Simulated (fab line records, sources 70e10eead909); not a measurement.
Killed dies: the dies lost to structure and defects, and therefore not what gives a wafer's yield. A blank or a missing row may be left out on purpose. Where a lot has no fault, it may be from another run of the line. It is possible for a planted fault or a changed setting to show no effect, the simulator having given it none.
Code-filled problem report in 8D (eight disciplines) form || flow nandHarc || the parts of the form that need people (team, actions taken, sign-off) are left out

== 1. THE ISSUE ==
thkNm at NHARC_A_ONON_D1_THK_MEAS_24 reads a mean of 1865 nm on 2 wafers of 2 lots; wafers without a fault read 1001 nm with a standard deviation of 7.4. That is +99 or more standard deviations from the usual mean.
The step: measures by ellipsometry.
Seen first at day 11 19:11 on filmMetro-02, wafer L374.5. At this step, 36 wafers from 12 lots have a number in the record. By rule, "out" or "out of limits" means more than 4 standard deviations away from the usual mean. Any other wafer with a number is counted as sound.

== 2. WHAT IT IS, AND WHAT IT ISN'T ==
{"question": "which readings at this step", "is": "thkNm", "is not": "-"}
{"question": "which lots", "is": "L374, L377", "is not": "L359, L360, L362, L364, L365, L367, L369, L373, L381, L382"}
{"question": "which wafers of those lots", "is": "L374.5, L377.5", "is not": "L374.2, L374.4, L377.2, L377.4"}
{"question": "read on which gauges", "is": "filmMetro-02", "is not": "filmMetro-01"}
{"question": "when", "is": "from day 11 19:11", "is not": "up to then (26 sound wafers); but 8 sound wafers of L377, L381, L382 came after"}

== 3. THE SUSPECTS, EACH WITH WHAT RULES IT OUT ==
Counting: any tool at a process step up to the reading remains a suspect provided it ran every lot that is out. Sound lots after the first of them don't rule it out here, since some wafers of a struck lot are sound.
- ruled out: the gauge at NHARC_A_ONON_D1_THK_MEAS_24. All the wafers that are out were read on filmMetro-02, but those of them that NHARC_END_SORT_01 has rows for are out there too, on other tools.
- pecvdOnon-02 at NHARC_A_ONON_D1_DEP_22 (target thk 1000 nm): kept. Every lot that is out went through it, the first being L374 (day 11 18:43); the last sound lot it ran before that was L367 (day 10 01:25).
Left after counting: pecvdOnon-02 at NHARC_A_ONON_D1_DEP_22.

== 4. THE CAUSE (what the simulator had put in) ==
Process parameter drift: pecvdOnon-02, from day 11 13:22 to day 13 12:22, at NHARC_A_ONON_D1_DEP_22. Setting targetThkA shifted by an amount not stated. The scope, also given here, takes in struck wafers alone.
The count eliminated every tool but this one.

== 5. THE EFFECT CHAIN, in route order ==
Each row: a reading whose mean over the struck wafers that have a number lies more than 3 standard deviations from the usual. Scope: only readings with a usual standard deviation given in the record; hours: median across lots of the time from each lot's start at the first step in this table that gives one to its start at this step; sigmas: change in usual standard deviations.
{"hours": 0, "step": "NHARC_A_ONON_D1_THK_MEAS_24", "reading": "thkNm", "usual": "1001 nm", "on struck wafers": 1865, "change": "+864", "sigmas": "+99 or more"}
{"hours": 275, "step": "NHARC_END_SORT_01", "reading": "killedAtArray", "usual": 28, "on struck wafers": 673, "change": "+645", "sigmas": "+59"}
{"hours": 275, "step": "NHARC_END_SORT_01", "reading": "killedDies", "usual": 31, "on struck wafers": 677, "change": "+646", "sigmas": "+59"}

== 6. WHAT WOULD HAVE CAUGHT IT SOONER ==
Counted from the fault's start at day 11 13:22, it took 6 hours until the first out-of-limits reading at a measuring or inspecting step in this record, taken at day 11 19:11.
An alarm limit of 4 standard deviations would not have fired on the tool readings at NHARC_A_ONON_D1_DEP_22 for which the record gives a usual standard deviation, since none of them was out on any struck wafer.
Lots out: 2; of these, L377 started NHARC_A_ONON_D1_DEP_22 on pecvdOnon-02 after day 11 19:11. Had the tool been put on hold then, it would have been spared.
